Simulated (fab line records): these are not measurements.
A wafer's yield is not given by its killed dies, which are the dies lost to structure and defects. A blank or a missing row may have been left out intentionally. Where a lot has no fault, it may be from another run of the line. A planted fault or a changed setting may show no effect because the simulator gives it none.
fab line records    flow n5-finfet
record lots=11  wafers=33  last-day=17
route steps=1938 shown SDB@361 MIM_TOP@1834 MIM_TOP_LITHO@1850 PASS1_CAP@1873 PASSIVATION@1936
lots untouched by any fault: they come from a run of this same line in which no faults occurred
start-h: start of the lot's first displayed wafer, in hours after the record's first day    wait-h: hours elapsed since this lot's preceding step    " as in the row above    L1.1+2: a single row standing in for several wafers    - no value present, or no start provided    * or withheld: withheld    < > ~ a bound
route shown NAME@n: NAME is a module with steps in the file, n the number in the route of the first one    usual: the fault-free wafers' mean and standard deviation    same: alike in all rows    chamber/n: place in a boat    sites: each site's reading    _std_site: standard deviation of those values    _edge_site: outer sites' mean less inner sites'    radius-mm: for every site, how far away it sits from the centre of the wafer    mask NAME#n: copy n    behind: the last tool/chamber to shape the wafer    hold: why the lot was held/for how many hours/how that ended    device: which transistor (n, p or np) failed to switch    end of line: tests of these same wafers at the route's end    for a step that has no rows: nothing shown but its recipe    killed: the dies lost at the first sort to structure and to defects; this is not the yield of the wafer    map: shows each die of a wafer: x if killed, . if not, _ if none is there
set.NAME: the setting the step ran with; set.NAME@STEP: the setting that earlier step ran with    model.NAME: the simulator's own value behind a step, which no gauge read
route steps across a sampled set of lots; one table per step, one row per wafer
services: from which hour (start-h, from the record's first day; less than 0 if before it) a tool's chamber was out of use, for how many hours, and why
## steps
# step N5_SDB_ETCH_18
# recipe chemistry=N2/H2  target=SOC  target-depth-a=1000  overetch-a=200  mask-material=SiARC  temp-c=40  time-s=150  ion-energy-ev=200  pressure-mtorr=30  source-w=840  bias-w=150  n2-flow-sccm=200  h2-flow-sccm=200
# usual drypump-motor-current-A=6.0/0.43  oes-product-au=0.66/0.06  rf-vpp-V=523.4/2.6  showerhead-plenum-p-Torr=2.53/0.08  throttle-valve-pct=17.77/0.24
lot.wafer  tool         chamber  start-h  wait-h  drypump-motor-current-A  oes-product-au  rf-hours-counter-h  rf-vpp-V  showerhead-plenum-p-Torr  throttle-valve-pct
L910.1     rie-diel-03  0        66.53    0.0     5.4                      0.66            151                 524.2     2.53                      17.77
L910.2     "            3        "        "       5.5                      0.88            2                   521.9     2.51                      17.74
L910.5     "            3        "        "       5.5                      0.87            -                   520.5     2.51                      17.71
L911.1     rie-diel-05  1        69.83    0.0     5.0                      0.67            157                 522.5     2.54                      17.66
L911.2     "            3        "        "       6.2                      0.65            192                 526.8     2.62                      17.52
L911.3     "            0        "        "       5.9                      0.64            202                 521.0     2.43                      17.78
L921.1     rie-diel-05  2        140.75   0.0     6.0                      0.63            230                 518.8     2.41                      18.09
L921.5     "            3        "        "       6.2                      0.70            -                   526.2     2.61                      17.58
L921.6     "            2        "        "       6.0                      0.63            -                   519.9     2.41                      18.10
L922.1     rie-diel-05  0        141.86   0.0     5.9                      0.63            226                 520.0     2.42                      17.81
L922.2     "            3        "        "       6.2                      0.63            217                 527.4     2.61                      17.57
L922.4     "            1        "        "       5.0                      0.72            180                 525.7     2.53                      17.70
L926.3     rie-diel-03  0        163.92   0.0     5.3                      0.65            182                 523.6     2.51                      17.82
L926.5     "            2        "        "       6.0                      0.65            -                   526.3     2.62                      18.41
L926.6     "            3        "        "       5.5                      0.79            -                   521.7     2.50                      17.78
L927.1     rie-diel-03  1        165.88   0.0     6.6                      0.77            52                  523.2     2.49                      17.51
L927.4     "            2        "        "       6.0                      0.65            216                 526.5     2.62                      18.40
L927.5     "            3        "        "       5.5                      0.80            -                   523.1     2.50                      17.81
L928.2     rie-diel-04  3        176.15   0.0     6.1                      0.71            118                 521.3     2.45                      17.64
L928.4     "            3        "        "       6.1                      0.72            -                   520.4     2.45                      17.65
L928.6     "            2        "        "       6.4                      0.63            -                   523.4     2.52                      18.15
L929.1     rie-diel-04  2        182.26   0.0     6.4                      0.62            216                 522.0     2.52                      18.15
L929.4     "            1        "        "       6.1                      0.62            232                 526.6     2.62                      17.64
L929.6     "            0        "        "       6.6                      0.63            -                   525.1     2.62                      17.60
L930.1     rie-diel-04  2        185.49   0.0     6.3                      0.62            217                 522.4     2.52                      18.16
L930.2     "            1        "        "       6.1                      0.62            234                 527.1     2.61                      17.64
L930.6     "            0        "        "       6.6                      0.63            -                   526.6     2.62                      17.61
L931.3     rie-diel-04  3        195.33   0.0     6.1                      0.71            127                 521.3     2.45                      17.65
L931.5     "            1        "        "       6.0                      0.61            -                   525.4     2.61                      17.67
L931.6     "            2        "        "       6.4                      0.62            -                   523.5     2.52                      18.16
L932.1     rie-diel-05  3        197.65   0.0     6.2                      0.63            232                 525.3     2.60                      17.59
L932.4     "            2        "        "       5.9                      0.62            246                 521.4     2.41                      18.13
L932.6     "            0        "        "       5.9                      0.61            -                   519.9     2.41                      17.84
# step N5_MIM_TOP_ALD_00
# recipe material=Al2O3  target-thk-a=*  temp-c=withheld  ald-precursor-family=TMA  ald-co-reactant=O3  pulse-time-s=withheld  purge-time-s=3  co-reactant-purge-time-s=withheld  co-reactant-pulse-time-s=3  ald-cycles=withheld
# usual precursor-pulse-height-rel=1.001/0.018
lot.wafer  tool       chamber  start-h  wait-h  precursor-pulse-height-rel
L910.1     ald-hk-01  0        252.21   0.1     1.026
L910.2     "          2        "        "       0.984
L910.5     "          2        "        "       1.033
L911.1     ald-hk-01  2        264.15   0.1     1.023
L911.2     "          3        "        "       0.982
L911.3     "          0        "        "       0.995
L921.1     ald-hk-02  3        333.05   0.1     0.993
L921.6     "          3        "        "       1.011
L922.1     ald-hk-02  1        351.75   0.1     1.021
L922.2     "          3        "        "       1.017
L926.3     ald-hk-03  3        363.20   0.1     1.015
L926.5     "          0        "        "       0.987
L926.6     "          3        "        "       1.024
L928.2     ald-hk-01  3        368.00   0.1     0.989
L928.4     "          1        "        "       0.994
L928.6     "          2        "        "       1.003
L927.1     ald-hk-02  3        368.82   0.1     1.017
L927.4     "          2        "        "       0.984
L927.5     "          0        "        "       0.981
L929.1     ald-hk-03  3        386.53   0.1     0.976
L929.4     "          2        "        "       1.019
L929.6     "          3        "        "       0.982
L930.1     ald-hk-03  0        392.89   0.1     0.997
L930.2     "          3        "        "       0.995
L930.6     "          0        "        "       0.996
L931.3     ald-hk-01  3        396.51   0.1     0.983
L931.5     "          1        "        "       0.992
L931.6     "          2        "        "       1.012
L932.1     ald-hk-02  2        401.71   0.1     0.990
L932.4     "          0        "        "       0.980
L932.6     "          1        "        "       0.964
# step N5_MIM_TOP_LITHO_DESCUM_10
# recipe chemistry=O2  time-s=7.9  source-power-w=50  bias-power-w=20  pressure-mtorr=20  rf-frequency-hz=2.712e+07  temp-c=40  o2-flow-sccm=225
# usual bias-power-w=20.00/0.058  drypump-motor-current-A=6.0/0.44  oes-product-au=0.84/0.092  rf-vpp-V=243.2/1.5  showerhead-plenum-p-Torr=2.09/0.078  throttle-valve-pct=20.24/0.26
# same time-s=7.9
lot.wafer  tool         chamber  start-h  wait-h  bias-power-w  drypump-motor-current-A  oes-product-au  rf-hours-counter-h  rf-vpp-V  showerhead-plenum-p-Torr  throttle-valve-pct
L910.1     rie-diel-04  3        253.72   0.0     20.01         6.1                      0.77            150                 241.8     2.00                      20.19
L910.2     "            2        "        "       19.99         6.4                      0.69            244                 242.4     2.03                      20.63
L910.5     "            2        "        "       20.03         6.4                      0.69            -                   243.5     2.03                      20.60
L911.1     rie-diel-04  2        265.41   0.0     19.92         6.3                      0.68            249                 242.7     2.03                      20.62
L911.2     "            0        "        "       20.11         6.6                      0.67            237                 244.7     2.17                      20.32
L911.3     "            0        "        "       20.04         6.6                      0.68            -                   245.4     2.16                      20.32
L921.1     rie-diel-05  3        334.98   0.0     19.89         6.1                      0.92            12                  243.5     2.11                      19.66
L921.6     "            3        "        "       19.96         6.1                      0.92            -                   241.5     2.12                      19.68
L922.1     rie-diel-05  1        353.50   0.1     20.02         5.0                      0.97            2                   243.7     2.05                      19.90
L922.2     "            0        "        "       19.99         5.8                      0.89            35                  245.7     2.23                      20.02
L926.3     rie-diel-03  1        364.82   0.0     19.88         6.6                      0.79            124                 243.4     2.01                      20.13
L926.5     "            3        "        "       20.09         5.5                      0.80            -                   240.6     2.02                      20.47
L926.6     "            1        "        "       19.98         6.6                      0.78            -                   240.8     2.01                      20.13
L928.2     rie-diel-04  0        369.55   0.0     19.99         6.6                      0.92            14                  243.6     2.15                      20.05
L928.4     "            2        "        "       20.03         6.4                      0.89            34                  241.5     2.02                      20.27
L928.6     "            2        "        "       20.03         6.4                      0.90            -                   243.4     2.02                      20.24
L927.1     rie-diel-04  0        370.10   0.0     20.01         6.6                      0.91            14                  244.0     2.15                      20.07
L927.4     "            2        "        "       19.93         6.4                      0.89            34                  242.7     2.02                      20.24
L927.5     "            3        "        "       20.02         6.1                      0.74            -                   241.2     1.99                      20.27
L929.1     rie-diel-03  1        390.54   0.5     19.94         6.6                      0.78            137                 242.0     2.01                      20.16
L929.4     "            0        "        "       19.96         5.3                      0.96            5                   243.0     2.07                      20.35
L929.6     "            1        "        "       20.00         6.6                      0.78            -                   242.5     2.01                      20.17
L930.1     rie-diel-03  1        396.42   0.0     20.00         6.6                      0.77            139                 241.5     2.01                      20.17
L930.2     "            0        "        "       20.05         5.3                      0.95            7                   241.4     2.07                      20.37
L930.6     "            3        "        "       19.96         5.5                      0.78            -                   241.8     2.01                      20.49
L931.3     rie-diel-05  2        398.20   0.0     20.01         5.9                      0.86            67                  244.8     2.21                      20.38
L931.5     "            2        "        "       20.00         6.0                      0.86            -                   246.1     2.21                      20.39
L931.6     "            1        "        "       20.06         5.0                      0.91            -                   243.3     2.04                      19.92
L932.1     rie-diel-05  3        403.59   0.3     19.96         6.1                      0.87            36                  243.6     2.11                      19.70
L932.4     "            1        "        "       19.91         5.0                      0.90            19                  242.9     2.04                      19.90
L932.6     "            2        "        "       20.03         6.0                      0.86            -                   244.8     2.21                      20.39
# step N5_PASSIVATION_PECVD_55
# recipe material=SiO2  target-thk-a=4000  temp-c=400  precursor=SiH4/N2O  pressure-torr=2.7  rf-w=608  time-s=22.5
# usual heater-power-outer-w=408/97  heater-power-w=696/140  showerhead-plenum-p-Torr=8.19/0.09  showerhead-vpp-V=1455/42  throttle-valve-pct=50.6/3
# same time-s=22.5
lot.wafer  tool      chamber  start-h  wait-h  heater-power-outer-w  heater-power-w  showerhead-plenum-p-Torr  showerhead-vpp-V  throttle-valve-pct
L910.1     pecvd-01  2        255.51   0.0     303                   524             8.21                      1405              50.2
L910.2     "         1        "        "       499                   826             8.12                      1529              53.3
L910.5     "         1        "        "       501                   838             8.12                      1515              53.6
L911.1     pecvd-01  1        267.19   0.0     545                   867             8.14                      1500              53.1
L911.2     "         0        "        "       379                   734             8.13                      1460              51.7
L911.3     "         2        "        "       255                   459             8.20                      1426              50.3
L921.1     pecvd-03  2        336.60   0.0     391                   666             8.15                      1436              45.7
L921.6     "         2        "        "       420                   702             8.13                      1408              45.5
L922.1     pecvd-02  2        355.29   0.0     509                   825             8.18                      1529              45.9
L922.2     "         1        "        "       353                   615             8.20                      1511              53.1
L926.3     pecvd-03  1        366.60   0.0     543                   904             8.07                      1460              53.6
L926.5     "         1        "        "       590                   914             8.05                      1505              53.8
L926.6     "         2        "        "       485                   782             8.14                      1402              45.6
L928.2     pecvd-03  0        371.32   0.0     353                   631             8.32                      1449              50.9
L928.4     "         1        "        "       530                   858             8.08                      1466              53.8
L928.6     "         0        "        "       373                   649             8.32                      1458              51.0
L927.1     pecvd-02  0        371.80   0.0     263                   454             8.32                      1444              51.3
L927.4     "         2        "        "       533                   889             8.18                      1561              46.2
L927.5     "         1        "        "       344                   565             8.18                      1481              52.9
L929.1     pecvd-03  2        392.29   0.0     472                   773             8.16                      1417              45.8
L929.4     "         2        "        "       464                   784             8.14                      1428              45.9
L929.6     "         0        "        "       368                   627             8.33                      1422              51.1
L930.1     pecvd-03  1        398.43   0.0     545                   901             8.07                      1469              53.7
L930.2     "         0        "        "       366                   635             8.33                      1458              50.9
L930.6     "         0        "        "       374                   660             8.34                      1449              51.2
L931.3     pecvd-03  0        399.95   0.0     320                   579             8.33                      1435              50.5
L931.5     "         1        "        "       538                   878             8.04                      1478              53.9
L931.6     "         2        "        "       466                   782             8.14                      1386              45.7
L932.1     pecvd-01  2        405.34   0.0     313                   539             8.21                      1423              51.3
L932.4     "         2        "        "       312                   555             8.22                      1401              51.5
L932.6     "         0        "        "       392                   723             8.14                      1470              52.0
# step N5_PASSIVATION_PROBE_49
# usual killed_at_M0_to_M3=34/11  killed_at_M4_up=14/5.7  killed-at-contacts=14/6.9  killed-at-front-end=40/11  killed-at-other=4/3.1  killed-dies=105/17  killed-on-rim=14/4.1  killed-open=70/13  killed-short=34/7.6
# same gross-dies=1180  killed-at-back-side=0
lot.wafer  tool       chamber  start-h  wait-h  killed_at_M0_to_M3  killed_at_M4_up  killed-at-contacts  killed-at-front-end  killed-at-other  killed-dies  killed-on-rim  killed-open  killed-short
L921.1     prober-01  -        343.49   0.0     23                  6                20                  52                   2                103          14             71           32
L921.5     prober-01  -        343.69   0.2     47                  8                18                  1102                 5                1180         152            66           36
L921.6     prober-01  -        343.74   0.3     22                  12               14                  55                   8                111          15             72           39
L922.1     prober-01  -        362.11   0.0     38                  12               10                  27                   5                92           10             67           23
L922.2     prober-01  -        362.16   0.1     35                  10               13                  35                   0                93           10             65           26
L922.4     prober-01  -        362.26   0.2     47                  14               8                   1109                 2                1180         152            72           30
# killed by level:class
L921.1 MOL_CONTACT_COAG:geometric-particle:open=13 BEOL_M3:geometric-particle:open=9 FIN_SAQP:geometric-particle:open=8 SPACER0:geometric-particle:open=8 MOL_CONTACT_COAG:geometric-particle:short=7 BEOL_M1:geometric-particle:open=6 GATE_CUT:geometric-particle:short=6 GATE_CUT:geometric-particle:open=6
L921.5 SDB:area-etch=1078 MOL_CONTACT_COAG:geometric-particle:open=15 BEOL_M2:geometric-particle:open=10 BEOL_M0_SAQP:geometric-particle:short=9 BEOL_M0_SAQP:geometric-particle:open=8 BEOL_M3:geometric-particle:open=8 BEOL_M4:geometric-particle:open=6 SPACER0:geometric-particle:short=4
L921.6 FIN_SAQP:geometric-particle:open=16 GATE_CUT:geometric-particle:short=14 MOL_CONTACT_COAG:geometric-particle:open=13 DUMMY_GATE:geometric-particle:open=7 FIN_SAQP:geometric-particle:short=6 BEOL_M0_SAQP:geometric-particle:short=6 BEOL_M4:geometric-particle:open=6 BEOL_M1:geometric-particle:open=5
L922.1 BEOL_M2:geometric-particle:open=11 BEOL_M3:geometric-particle:open=10 MOL_CONTACT_COAG:geometric-particle:open=9 BEOL_M4:geometric-particle:open=7 FIN_SAQP:geometric-particle:open=5 FIN_SAQP:geometric-particle:short=4 DUMMY_GATE:geometric-particle:open=4 BEOL_M0_SAQP:geometric-particle:open=4
L922.2 BEOL_M3:geometric-particle:open=11 STI_FIN_REVEAL:geometric-particle:open=10 MOL_CONTACT_COAG:geometric-particle:open=9 BEOL_M0_SAQP:geometric-particle:open=6 BEOL_M1:geometric-particle:open=6 BEOL_M2:geometric-particle:open=5 FIN_SAQP:geometric-particle:short=4 MOL_CONTACT_COAG:geometric-particle:short=4
L922.4 SDB:area-etch=1078 BEOL_M2:geometric-particle:open=24 BEOL_M4:geometric-particle:open=11 FIN_SAQP:geometric-particle:short=9 BEOL_M0_SAQP:geometric-particle:open=8 MOL_CONTACT_COAG:geometric-particle:open=7 DUMMY_GATE:geometric-particle:open=4 GATE_CUT:geometric-particle:short=4
## services
tool         chamber  start-h  hours  kind
ald-hk-01    -        92.00    8.7    pm
rie-diel-03  -        95.44    6.3    repair
pecvd-01     0        99.99    13.4   repair
rie-diel-04  1        111.29   4.4    repair
ald-hk-03    -        128.93   1.2    pm
rie-diel-04  0        137.60   42.6   repair
rie-diel-05  -        172.74   15.6   pm
pecvd-03     0        179.45   4.6    repair
ald-hk-01    -        194.23   1.1    repair
rie-diel-04  -        223.43   2.3    repair
ald-hk-03    -        240.12   2.8    pm
rie-diel-03  1        242.80   8.4    repair
rie-diel-04  3        254.77   12.9   repair
ald-hk-01    -        302.48   23.1   repair
pecvd-03     -        307.04   2.8    pm
rie-diel-03  3        308.90   6.4    repair
rie-diel-04  3        323.50   7.8    repair
ald-hk-01    -        328.54   1.0    repair
rie-diel-04  0        329.44   10.8   repair
rie-diel-03  0        331.16   12.6   repair
ald-hk-01    -        358.20   6.0    pm
ald-hk-01    -        364.20   2.8    pm
pecvd-03     2        395.89   3.8    repair
rie-diel-04  -        398.00   2.8    pm
## key
first-sign step=N5_PASSIVATION_PROBE_49  reading=killed-at-front-end  direction=up  sigmas=94  usual=40  struck=1106
effect step=N5_PASSIVATION_PROBE_49  reading=killed-dies  direction=up  sigmas=65  usual=105  struck=1180
more-kills-born-at N5_SDB_ETCH_18@rie-diel-05=2156
met-at N5_SDB_ETCH_18
struck-lots L921,L922
struck-wafers L921.5,L922.4
later-rows-left-out L921.5,L922.4
tester-left-out L921,L922
not-acting-at N5_MIM_TOP_ALD_00,N5_MIM_TOP_LITHO_DESCUM_10,N5_PASSIVATION_PECVD_55
onset-between 69.83 140.75
fault kind=process-parameter-drift  tool=rie-diel-05  chamber=-  onset-h=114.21  steps=N5_SDB_ETCH_18  channel=time-s  offset=*  shape=step  end-h=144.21  scope=struck-wafers-only  acts-in=*  stated=*
# tester-left-out: of these lots the tester's yield and bins aren't shown, on N5 and GAA mostly nor the transistor test; their killed dies are dies lost to structure and defects alone, not to doping, threshold or leakage, so they don't give the yield
# later-rows-left-out: the simulator's readings of these wafers behind a module that went badly wrong aren't trusted and aren't shown, but for the sort
